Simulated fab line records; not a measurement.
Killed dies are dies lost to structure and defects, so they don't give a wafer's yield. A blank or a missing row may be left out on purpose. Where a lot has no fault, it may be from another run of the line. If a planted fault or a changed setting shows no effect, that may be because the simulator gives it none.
Matching of chambers ; flow nandHarc ; NHARC_A_STAIRCASE_CMP_450 on cmp-04 has 4 sister chambers
The step polishes SiO2, target thk 200 nm. 16 wafers are shown with their chamber, then 8 later ones without.

## WAFERS, EACH WITH ITS CHAMBER
wafer;chamber;motorCurrentA (A)
L075.1;1;11.1
L075.2;0;11.9
L075.4;2;12.2
L078.2;0;11.6
L078.3;1;11.3
L078.5;3;11.1
L081.1;1;11.1
L081.2;2;11.2
L081.5;2;12.2
L082.2;3;11.5
L082.3;1;11.2
L082.5;1;10.4
L083.1;0;11.7
L083.3;3;11.4
L083.5;2;11.5
L086.1;2;12.3

SIGNATURES (averages over the wafers above)
reading;chamber 0;chamber 1;chamber 2;chamber 3;scatter within a chamber
motorCurrentA;11.733;11.020;11.880;11.333;0.368
Rule: distance of a wafer from a chamber = root of the sum over the readings of ((wafer's reading minus chamber's mean) / reading's scatter) squared. The wafer belongs to the nearest chamber; if the next one is less than 2 further off, it can't be placed. How the scatter is found: for the shown wafers, subtract from each reading the mean of its chamber, square and add these, divide the total by (wafers less chambers), then take the root.

## WAFERS WHOSE CHAMBER IS MISSING
wafer;motorCurrentA (A)
L086.5;11.2
L086.6;11.3
L090.2;12.2
L090.3;11.6
L090.5;11.3
L094.3;12.2
L094.4;10.8
L094.5;11.8

## THE CHAMBER EACH PASSED THROUGH
wafer;from the rows above;in truth
L086.5;can't be placed: 3 or 1 or 0 or 2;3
L086.6;can't be placed: 3 or 1 or 0 or 2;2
L090.2;can't be placed: 2 or 0 or 3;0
L090.3;can't be placed: 0 or 3 or 2 or 1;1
L090.5;can't be placed: 3 or 1 or 0 or 2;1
L094.3;can't be placed: 2 or 0 or 3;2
L094.4;can't be placed: 1 or 3 or 0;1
L094.5;can't be placed: 0 or 2 or 3 or 1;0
Correct placement for 0 of the 8. These rows do not allow placing 8 (true chamber among the candidates in 8). 0 placed wrongly.
